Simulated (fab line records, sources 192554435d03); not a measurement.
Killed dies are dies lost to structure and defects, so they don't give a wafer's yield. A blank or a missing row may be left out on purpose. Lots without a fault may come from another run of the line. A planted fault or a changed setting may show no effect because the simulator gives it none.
fab line records | flow n5_finfet
record lots=7 wafers=21
route steps=1938 shown SD_EPI_N@268 SDB@350 HKMG_FIN@391 GATE_CUT@510 MOL_CONTACT_COAG@559
start_h: hours from the record's first day to the start of the lot's first wafer shown | wait_h: hours since the lot's step before | " the same as in the row above | L1.1+2: a row that stands for several wafers | - no value, or no start given | * or withheld: withheld | < > ~ a bound
route shown NAME@n: a module of which the file shows steps, and the number in the route of the first | usual: mean/standard deviation of fault-free wafers | same: alike in all rows | chamber/n: place in a boat | sites: the reading at each site | _std_site: their standard deviation | _edge_site: outer sites' mean less inner sites' | radius_mm: how far each site lies from the wafer's centre | mask NAME#n: copy n | behind: the tool/chamber that last shaped the wafer | hold: why the lot was held/for how many hours/how that ended | device: the transistor (n, p or np) that didn't switch | end of line: the same wafers' tests at the end of the route | a step without rows: its recipe alone | killed: dies lost to structure and defects at the first sort, not the wafer's yield | map: a wafer's dies, x killed, . not, _ none there
set.NAME: the setting as run; set.NAME@STEP: as run at that earlier step | model.NAME: the simulator's own value behind a step, which no gauge read
lots whose settings were changed on purpose; a table a step, a row a wafer
## steps
# step N5_SD_EPI_N_PEB_07
# recipe peb_temp_c=110 peb_time_s=60 resist=CAR-ArF-block
# columns lot.wafer tool chamber start_h wait_h set.peb_temp_c
L075.1+2 litho_track-04 0 63.74 0.1 107.6
L075.4 " 0 " " 110
L078.2+5+6 litho_track-01 0 73.80 0.0 110
L079.1+4 litho_track-01 0 78.72 0.1 110
L079.3 " 0 " " 113.3
L080.2+3 litho_track-03 0 83.56 0.0 113.6
L080.5 " 0 " " 110
L082.3+4+5 litho_track-01 0 98.49 0.0 110
L088.1+6 litho_track-03 0 133.25 0.1 110
L088.5 " 0 " " 106.9
L089.1+4+6 litho_track-03 0 138.20 0.1 110
# step N5_SD_EPI_N_DEVELOP_08
# recipe develop_time_s=30 developer=TMAH resist=CAR-ArF-block dev_temp_c=23 rinse_liquid=diw dry=air_spin
# step N5_SD_EPI_N_CD_MEAS_09
# recipe target_cd_nm=120 landing_energy_ev=500 detector=se_inlens
# usual cd_nm=120.0/0.61
# columns lot.wafer tool chamber start_h wait_h set.peb_temp_c@SD_EPI_N_PEB_07 cd_nm
L075.1 cd_sem-01 0 63.81 - 107.6 114.2
L075.2 " 0 " " 107.6 113.8
L075.4 " 0 " " 110 121.3
L078.2 cd_sem-01 0 73.87 - 110 120.5
L078.5 " 0 " " 110 119.8
L078.6 " 0 " " 110 119.8
L079.1 cd_sem-03 0 78.78 - 110 119.5
L079.3 " 0 " " 113.3 127.3
L079.4 " 0 " " 110 118.8
L080.2 cd_sem-01 0 83.63 - 113.6 127.9
L080.3 " 0 " " 113.6 128.5
L080.5 " 0 " " 110 120.4
L082.3 cd_sem-03 0 98.56 - 110 118.9
L082.4 " 0 " " 110 119.3
L082.5 " 0 " " 110 119.0
L088.1 cd_sem-02 0 133.32 - 110 119.9
L088.5 " 0 " " 106.9 112.0
L088.6 " 0 " " 110 120.1
L089.1 cd_sem-03 0 138.27 - 110 120.5
L089.4 " 0 " " 110 118.9
L089.6 " 0 " " 110 120.1
# step N5_SD_EPI_N_DESCUM_14
# recipe chemistry=O2 time_s=7.9 source_power_w=50 bias_power_w=20 pressure_mtorr=20 rf_frequency_hz=2.712e+07 temp_c=40 resist=CAR-ArF-block o2_flow_sccm=225
# columns lot.wafer tool chamber start_h wait_h set.peb_temp_c@SD_EPI_N_PEB_07 model.SD_EPI_N.cd_nm
L075.1 rie_diel-06 0 63.90 0.0 107.6 114.2
L075.2 " 1 " " 107.6 113.4
L075.4 " 3 " " 110 121.2
L078.2 rie_diel-05 2 73.96 0.0 110 120.4
L078.5 " 2 " " 110 119.8
L078.6 " 1 " " 110 120
L079.1 rie_diel-05 2 79.27 0.4 110 119
L079.3 " 1 " " 113.3 127.2
L079.4 " 0 " " 110 118.8
L080.2 rie_diel-06 2 83.72 0.0 113.6 128.2
L080.3 " 1 " " 113.6 128.4
L080.5 " 3 " " 110 120
L082.3 rie_diel-06 0 98.67 0.1 110 119
L082.4+5 " 1 " " 110 119.2
L088.1 rie_diel-06 0 133.41 0.0 110 119.8
L088.5 " 3 " " 106.9 111.8
L088.6 " 2 " " 110 120.2
L089.1+6 rie_diel-05 1,2 138.38 0.1 110 120
L089.4 " 2 " " 110 118.8
# step N5_SD_EPI_N_ETCH_34
# recipe chemistry=CF4 target=SiARC target_depth_a=455 mask_material=CAR-ArF-block time_s=75.8 ion_energy_ev=80 pressure_mtorr=40 source_w=545 bias_w=36 Ar_flow_sccm=100 cf4_flow_sccm=100 ends=cleared
# step N5_SD_EPI_N_ETCH_35
# recipe chemistry=N2/H2 target=SOC overetch_a=1080 mask_material=SiARC temp_c=40 ion_energy_ev=100 source_w=3000 bias_w=133 pressure_mtorr=20 time_s=486 n2_flow_sccm=200 h2_flow_sccm=200
# columns lot.wafer tool chamber start_h wait_h set.peb_temp_c@SD_EPI_N_PEB_07 model.SD_EPI_N.cd_nm
L075.1 rie_diel-06 0 63.99 0.0 107.6 113.8
L075.2 " 1 " " 107.6 114.6
L075.4 " 3 " " 110 119.2
L078.2 rie_diel-05 2 74.05 0.0 110 119.6
L078.5 " 2 " " 110 119.4
L078.6 " 1 " " 110 119.2
L079.1 rie_diel-05 2 79.36 0.0 110 119
L079.3 " 1 " " 113.3 127.4
L079.4 " 0 " " 110 120.8
L080.2 rie_diel-06 2 83.81 0.0 113.6 129.4
L080.3 " 1 " " 113.6 130.4
L080.5 " 3 " " 110 118.8
L082.3 rie_diel-06 0 98.76 0.0 110 120.2
L082.4 " 1 " " 110 122.2
L082.5 " 1 " " 110 121.6
L088.1+6 rie_diel-06 0,2 133.50 0.0 110 118.8
L088.5 " 3 " " 106.9 109.8
L089.1 rie_diel-05 1 138.47 0.0 110 119.4
L089.4 " 2 " " 110 118
L089.6 " 2 " " 110 120
# step N5_SD_EPI_N_STRIP_36
# recipe chemistry=N2/H2 temp_c=40 n2_flow_sccm=200 h2_flow_sccm=200 rf_frequency_hz=6e+07
# step N5_SD_EPI_N_ETCHBACK_44
# recipe chemistry=CH3F/O2 mode=anisotropic_etchback target=SiNx target_depth_a=145 stop_on=SiO2 over_etch_frac=0.3 ion_energy_ev=120 pressure_mtorr=30 source_w=395 bias_w=73 Ar_flow_sccm=150 CH3F_flow_sccm=30 O2_flow_sccm=20
# columns lot.wafer tool chamber start_h wait_h set.peb_temp_c@SD_EPI_N_PEB_07 model.SD_EPI_N.cd_nm
L075.1 rie_diel-06 0 64.31 0.0 107.6 113.8
L075.2 " 1 " " 107.6 114.6
L075.4 " 3 " " 110 119.4
L078.2 rie_diel-05 2 74.37 0.0 110 119.8
L078.5 " 2 " " 110 119.4
L078.6 " 1 " " 110 119.2
L079.1 rie_diel-05 2 79.68 0.0 110 119
L079.3 " 1 " " 113.3 127.4
L079.4 " 0 " " 110 120.8
L080.2 rie_diel-06 2 84.13 0.0 113.6 129.4
L080.3 " 1 " " 113.6 130.2
L080.5 " 3 " " 110 118.8
L082.3 rie_diel-06 0 99.09 0.0 110 120.4
L082.4 " 1 " " 110 122.2
L082.5 " 1 " " 110 121.6
L088.1 rie_diel-06 0 133.82 0.0 110 119
L088.5 " 3 " " 106.9 109.8
L088.6 " 2 " " 110 118.8
L089.1 rie_diel-05 1 138.80 0.0 110 119.4
L089.4 " 2 " " 110 117.8
L089.6 " 2 " " 110 120
# step N5_SD_EPI_N_ETCH_16
# recipe chemistry=CHF3/O2 target=SiO2 target_depth_a=50 mask_material=SOC pressure_mtorr=30 source_w=650 bias_w=170 Ar_flow_sccm=200 CHF3_flow_sccm=50 O2_flow_sccm=5 ion_energy_ev=200
# columns lot.wafer tool chamber start_h wait_h set.target_depth_a model.etch.depth_nm
L075.1 rie_diel-06 0 64.51 0.1 46.39 4.738
L075.2 " 1 " " 46.39 4.634
L075.4 " 3 " " 50 4.964
L078.2 rie_diel-05 2 74.57 0.1 45.47 4.456
L078.5 " 2 " " 45.47 4.457
L078.6 " 1 " " 45.47 4.495
L079.1 rie_diel-05 2 79.88 0.1 46.53 4.62
L079.3 " 1 " " 50 4.988
L079.4 " 0 " " 50 5.081
L080.2 rie_diel-06 2 84.33 0.1 50 4.954
L080.3 " 1 " " 46.26 4.564
L080.5 " 3 " " 46.26 4.568
L082.3 rie_diel-06 0 99.29 0.1 50 5.095
L082.4 " 1 " " 50 5.02
L082.5 " 1 " " 50 5.041
L088.1 rie_diel-06 0 134.02 0.1 50 5.091
L088.5 " 3 " " 50 4.913
L088.6 " 2 " " 50 4.973
L089.1 rie_diel-05 1 139.00 0.1 50 4.936
L089.4 " 2 " " 50 4.868
L089.6 " 2 " " 50 4.938
# step N5_SDB_COAT_05
# recipe resist=CAR-ArF spin_rpm=1500 resist_thk_nm=90
# columns lot.wafer tool chamber start_h wait_h set.spin_rpm model.CAR-ArF_of_SDB_COAT_05.thk_nm
L075.1+4 litho_track-04 0 - - 1415 92.4
L075.2 " 0 " " 1500 90
L078.2 litho_track-04 0 - - 1500 89.8
L078.5+6 " 0 " " 1574 87.8
L079.1+4 litho_track-04 0 - - 1500 89.6
L079.3 " 0 " " 1558 88
L080.2 litho_track-01 0 - - 1399 93.2
L080.3 " 0 " " 1500 90.2
L080.5 " 0 " " 1399 93
L082.3+4 litho_track-01 0 - - 1500 90.2
L082.5 " 0 " " 1500 89.8
L088.1 litho_track-05 0 - - 1500 90
L088.5 " 0 " " 1639 86
L088.6 " 0 " " 1639 86.4
L089.1 litho_track-01 0 - - 1500 90
L089.4 " 0 " " 1500 89.8
L089.6 " 0 " " 1500 90.2
# step N5_SDB_EBR_07
# recipe solvent=PGMEA ebr_width_mm=1.5
# step N5_SDB_SOFTBAKE_06
# recipe temp_c=110 time_s=60 resist=CAR-ArF
# step N5_SDB_DESCUM_16
# recipe chemistry=O2 time_s=7.9 source_power_w=50 bias_power_w=20 pressure_mtorr=20 rf_frequency_hz=2.712e+07 temp_c=40 resist=CAR-ArF o2_flow_sccm=225
# step N5_SDB_ETCH_17
# recipe chemistry=CF4 target=SiARC target_depth_a=234 mask_material=CAR-ArF time_s=39 ion_energy_ev=80 pressure_mtorr=40 source_w=545 bias_w=36 Ar_flow_sccm=100 cf4_flow_sccm=100 ends=cleared
# columns lot.wafer tool chamber start_h wait_h set.spin_rpm@SDB_COAT_05 model.CAR-ArF_of_SDB_COAT_05.thk_nm
L075.1 rie_diel-06 1 80.52 0.0 1415 69
L075.2 " 2 " " 1500 66.8
L075.4 " 3 " " 1415 69.4
L078.2 rie_diel-01 1 93.26 0.0 1500 66.6
L078.5 " 1 " " 1574 64.6
L078.6 " 2 " " 1574 64.4
L079.1 rie_diel-01 3 99.40 0.0 1500 66.4
L079.3 " 0 " " 1558 64.8
L079.4 " 2 " " 1500 66
L080.2+5 rie_diel-06 2,3 101.20 0.0 1399 69.8
L080.3 " 3 " " 1500 67
L082.3 rie_diel-05 1 115.63 0.0 1500 66.8
L082.4+5 " 3,2 " " 1500 66.6
L088.1 rie_diel-01 1 149.84 0.0 1500 66.6
L088.5 " 2 " " 1639 62.6
L088.6 " 3 " " 1639 63.2
L089.1 rie_diel-06 1 155.60 0.0 1500 66.6
L089.4 " 0 " " 1500 66.4
L089.6 " 3 " " 1500 66.8
# step N5_HKMG_FIN_COAT_42
# recipe resist=SiARC temp_c=220 time_s=60 spin_rpm=1500 resist_thk_nm=35
# columns lot.wafer tool chamber start_h wait_h set.spin_rpm model.SiARC_of_HKMG_FIN_COAT_42.thk_nm
L075.1 litho_track-04 0 - - 1500 35
L075.2 " 0 " " 1559 34.4
L075.4 " 0 " " 1559 34.2
L078.2 litho_track-03 0 - - 1347 37
L078.5+6 " 0 " " 1500 35
L079.1 litho_track-04 0 - - 1604 33.8
L079.3 " 0 " " 1604 33.6
L079.4 " 0 " " 1500 35
L080.2+5 litho_track-02 0 - - 1606 33.8
L080.3 " 0 " " 1500 35
L082.3+5 litho_track-02 0 - - 1500 35
L082.4 " 0 " " 1500 34.8
L088.1+5+6 litho_track-03 0 - - 1642 33.4
L089.1 litho_track-04 0 - - 1500 35
L089.4 " 0 " " 1358 36.8
L089.6 " 0 " " 1358 36.6
# step N5_HKMG_FIN_EXPOSE_46
# recipe mask_id=NDIPOLE na=1.35 source_shape=conventional sigma_outer=0.8 polarization=unpolarized dose_mj=40
# columns lot.wafer tool chamber start_h wait_h mask set.dose_mj
L075.1+4 arfi_scanner-02 0 85.74 - NDIPOLE#0 40.96
L075.2 " 0 " " NDIPOLE#0 40
L078.2+5 arfi_scanner-02 0 98.51 - NDIPOLE#0 40
L078.6 " 0 " " NDIPOLE#0 42.51
L079.1+4 arfi_scanner-01 0 105.63 - NDIPOLE#0 40
L079.3 " 0 " " NDIPOLE#0 38.15
L080.2 arfi_scanner-02 0 108.29 - NDIPOLE#0 37.97
L080.3+5 " 0 " " NDIPOLE#0 40
L082.3+4+5 arfi_scanner-02 0 121.25 - NDIPOLE#0 40
L088.1+5 arfi_scanner-01 0 156.23 - NDIPOLE#0 40
L088.6 " 0 " " NDIPOLE#0 37.6
L089.1+4 arfi_scanner-02 0 161.41 - NDIPOLE#0 40
L089.6 " 0 " " NDIPOLE#0 42.53
# step N5_HKMG_FIN_PEB_47
# recipe peb_temp_c=withheld peb_time_s=60 resist=CAR-ArF
# step N5_HKMG_FIN_DEVELOP_48
# recipe develop_time_s=30 developer=TMAH resist=CAR-ArF rinse_liquid=diw dry=air_spin dev_temp_c=23
# step N5_HKMG_FIN_CD_MEAS_49
# recipe target_cd_nm=202 landing_energy_ev=500 detector=se_inlens polarity=opening
# usual cd_nm=202.0/0.67
# columns lot.wafer tool chamber start_h wait_h set.dose_mj@HKMG_FIN_EXPOSE_46 cd_nm
L075.1 cd_sem-03 0 85.86 - 40.96 203.3
L075.2 " 0 " " 40 201.3
L075.4 " 0 " " 40.96 202.9
L078.2 cd_sem-01 0 98.63 - 40 201.6
L078.5 " 0 " " 40 201.5
L078.6 " 0 " " 42.51 205.2
L079.1 cd_sem-01 0 105.76 - 40 201.7
L079.3 " 0 " " 38.15 199.5
L079.4 " 0 " " 40 201.9
L080.2 cd_sem-02 0 108.41 - 37.97 198.7
L080.3 " 0 " " 40 202.2
L080.5 " 0 " " 40 200.7
L082.3 cd_sem-03 0 121.36 - 40 202.6
L082.4 " 0 " " 40 202.8
L082.5 " 0 " " 40 203.3
L088.1 cd_sem-01 0 156.36 - 40 201.0
L088.5 " 0 " " 40 201.2
L088.6 " 0 " " 37.6 197.6
L089.1 cd_sem-01 0 161.53 - 40 201.8
L089.4 " 0 " " 40 202.5
L089.6 " 0 " " 42.53 204.7
# step N5_HKMG_FIN_DESCUM_53
# recipe chemistry=O2 time_s=7.9 source_power_w=50 bias_power_w=20 pressure_mtorr=20 rf_frequency_hz=2.712e+07 temp_c=40 resist=CAR-ArF o2_flow_sccm=225
# step N5_HKMG_FIN_ETCH_54
# recipe chemistry=CF4 target=SiARC target_depth_a=455 mask_material=CAR-ArF time_s=75.8 ion_energy_ev=80 pressure_mtorr=40 source_w=545 bias_w=36 Ar_flow_sccm=100 cf4_flow_sccm=100 ends=cleared
# columns lot.wafer tool chamber start_h wait_h set.spin_rpm@HKMG_FIN_COAT_42 set.dose_mj@HKMG_FIN_EXPOSE_46 model.etch.depth_nm model.CAR-ArF_of_HKMG_FIN_COAT_43.thk_nm model.HKMG_FIN.cd_offset_nm
L075.1 rie_diel-05 1 85.99 0.0 1500 40.96 34.9 50.8 1
L075.2 " 3 " " 1559 40 34.39 51.2 -0.8
L075.4 " 2 " " 1559 40.96 34.25 51.6 0.6
L078.2 rie_diel-05 3 98.76 0.0 1347 40 37 48.8 0
L078.5 " 3 " " 1500 40 35 51 -0.4
L078.6 " 0 " " 1500 42.51 34.99 50.8 3
L079.1 rie_diel-06 0 105.88 0.0 1604 40 33.76 52 -0.4
L079.3 " 2 " " 1604 38.15 33.64 52 -2
L079.4 " 1 " " 1500 40 34.95 50.4 -0.2
L080.2 rie_diel-05 2 108.53 0.0 1606 37.97 33.75 52.4 -4
L080.3 " 0 " " 1500 40 34.91 51.4 0.2
L080.5 " 3 " " 1606 40 33.77 52.2 -1.4
L082.3 rie_diel-05 2 121.49 0.0 1500 40 34.91 50.8 0.4
L082.4 " 0 " " 1500 40 34.88 50.8 1
L082.5 " 3 " " 1500 40 34.92 50.6 1.4
L088.1 rie_diel-01 0 156.69 0.0 1642 40 33.48 52 -1
L088.5 " 3 " " 1642 40 33.5 52 -1
L088.6 " 0 " " 1642 37.6 33.4 51.8 -4.4
L089.1 rie_diel-01 1 162.09 0.0 1500 40 34.91 50.6 -0.6
L089.4 " 0 " " 1358 40 36.84 49 0.2
L089.6 " 3 " " 1358 42.53 36.66 48.8 2.8
# step N5_HKMG_FIN_ETCH_55
# recipe chemistry=N2/H2 target=SOC target_depth_a=2400 temp_c=40 time_s=300 ion_energy_ev=200 mask_material=SiARC pressure_mtorr=30 source_w=840 bias_w=150 n2_flow_sccm=200 h2_flow_sccm=200
# columns lot.wafer tool chamber start_h wait_h set.spin_rpm@HKMG_FIN_COAT_42 model.SiARC_of_HKMG_FIN_COAT_42.thk_nm
L075.1 rie_diel-05 1 86.04 0.0 1500 21.2
L075.2 " 3 " " 1559 20.6
L075.4 " 2 " " 1559 20.4
L078.2 rie_diel-05 3 98.81 0.0 1347 23.2
L078.5+6 " 3,0 " " 1500 21
L079.1 rie_diel-06 0 105.94 0.0 1604 19.6
L079.3 " 2 " " 1604 20
L079.4 " 1 " " 1500 21
L080.2 rie_diel-05 2 108.59 0.0 1606 20
L080.3 " 0 " " 1500 21.2
L080.5 " 3 " " 1606 20.2
L082.3+5 rie_diel-05 2,3 121.54 0.0 1500 21.2
L082.4 " 0 " " 1500 21.4
L088.1+6 rie_diel-01 0 156.75 0.0 1642 19.4
L088.5 " 3 " " 1642 20
L089.1 rie_diel-01 1 162.15 0.0 1500 21.2
L089.4 " 0 " " 1358 22.8
L089.6 " 3 " " 1358 23.2
# step N5_GATE_CUT_ALD_22
# recipe material=SiNx target_thk_a=160 temp_c=400 ald_precursor_family=SiH2I2 ald_co_reactant=N2/H2-plasma pulse_time_s=1 ald_cycles=320 purge_time_s=2 co_reactant_purge_time_s=2 pressure_torr=2
# columns lot.wafer tool chamber start_h wait_h set.ald_cycles model.SiNx_of_GATE_CUT_ALD_22.thk_nm
L075.1+2 ald_sin-02 1,2 100.13 1.5 320 16
L075.4 " 3 " " 277 13.8
L078.2+6 ald_sin-02 0,1 111.59 0.1 320 16
L078.5 " 0 " " 370 18.4
L079.1 ald_sin-01 3 118.64 0.1 337 17
L079.3+4 " 2,0 " " 320 16
L080.2+3+5 ald_sin-02 1,0,2 121.50 0.0 320 16
L082.3+4+5 ald_sin-04 1,0,2 134.37 0.2 320 16
L088.1+5 ald_sin-04 0 170.03 0.0 372 18.6
L088.6 " 1 " " 320 16
L089.1+4+6 ald_sin-02 1,1,2 175.10 0.0 320 16
# step N5_MOL_CONTACT_COAG_ALD_27
# recipe material=SiOC target_thk_a=170 temp_c=400 ald_precursor_family=carbosiloxane ald_co_reactant=H2-plasma pulse_time_s=1.5 time_s=2720 purge_time_s=2 co_reactant_purge_time_s=2 ald_cycles=340 pressure_torr=2
# columns lot.wafer tool chamber start_h wait_h set.ald_cycles model.SiOC_of_MOL_CONTACT_COAG_ALD_27.thk_nm
L075.1+2 ald_sin-03 1,0 109.20 0.0 340 17
L075.4 " 2 " " 340 16.8
L078.2 ald_sin-04 2 121.49 0.0 340 17.2
L078.5+6 " 2,1 " " 297 15
L079.1 ald_sin-03 1 128.43 0.0 340 16.8
L079.3 " 3 " " 340 17
L079.4 " 2 " " 361 18
L080.2 ald_sin-03 1 132.16 0.7 315 15.6
L080.3 " 0 " " 340 17
L080.5 " 3 " " 315 15.8
L082.3+4+5 ald_sin-02 3,0,0 142.82 0.0 340 16.8
L088.1 ald_sin-04 1 180.49 1.0 340 17
L088.5+6 " 0,3 " " 317 15.8
L089.1 ald_sin-04 2 185.33 0.7 340 17
L089.4+6 " 3,0 " " 385 19.2
## key
split step=N5_SD_EPI_N_PEB_07 setting=peb_temp_c stated=110 by=wafer
response step=N5_SD_EPI_N_CD_MEAS_09 reading=cd_nm change=+2.73 per=1% r=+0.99
response step=N5_SD_EPI_N_DESCUM_14 reading=model.SD_EPI_N.cd_nm change=+2.82 per=1% r=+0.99
response step=N5_SD_EPI_N_ETCH_35 reading=model.SD_EPI_N.cd_nm change=+2.93 per=1% r=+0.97
response step=N5_SD_EPI_N_ETCHBACK_44 reading=model.SD_EPI_N.cd_nm change=+2.95 per=1% r=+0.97
split step=N5_SD_EPI_N_ETCH_16 setting=target_depth_a stated=50 by=wafer
response step=N5_SD_EPI_N_ETCH_16 reading=model.etch.depth_nm change=+0.0499 per=1% r=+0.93
split step=N5_SDB_COAT_05 setting=spin_rpm stated=1500 by=wafer
response step=N5_SDB_COAT_05 reading=model.CAR-ArF_of_SDB_COAT_05.thk_nm change=-0.417 per=1% r=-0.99
response step=N5_SDB_ETCH_17 reading=model.CAR-ArF_of_SDB_COAT_05.thk_nm change=-0.407 per=1% r=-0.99
split step=N5_HKMG_FIN_COAT_42 setting=spin_rpm stated=1500 by=wafer
response step=N5_HKMG_FIN_COAT_42 reading=model.SiARC_of_HKMG_FIN_COAT_42.thk_nm change=-0.185 per=1% r=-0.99
response step=N5_HKMG_FIN_ETCH_54 reading=model.etch.depth_nm change=-0.185 per=1% r=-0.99
response step=N5_HKMG_FIN_ETCH_54 reading=model.CAR-ArF_of_HKMG_FIN_COAT_43.thk_nm change=+0.187 per=1% r=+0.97
response step=N5_HKMG_FIN_ETCH_55 reading=model.SiARC_of_HKMG_FIN_COAT_42.thk_nm change=-0.19 per=1% r=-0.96
split step=N5_HKMG_FIN_EXPOSE_46 setting=dose_mj stated=40 by=wafer
response step=N5_HKMG_FIN_CD_MEAS_49 reading=cd_nm change=+0.528 per=1% r=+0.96
response step=N5_HKMG_FIN_ETCH_54 reading=model.HKMG_FIN.cd_offset_nm change=+0.525 per=1% r=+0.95
split step=N5_GATE_CUT_ALD_22 setting=ald_cycles stated=320 by=wafer
response step=N5_GATE_CUT_ALD_22 reading=model.SiNx_of_GATE_CUT_ALD_22.thk_nm change=+0.16 per=1% r=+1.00
split step=N5_MOL_CONTACT_COAG_ALD_27 setting=ald_cycles stated=340 by=wafer
response step=N5_MOL_CONTACT_COAG_ALD_27 reading=model.SiOC_of_MOL_CONTACT_COAG_ALD_27.thk_nm change=+0.172 per=1% r=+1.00
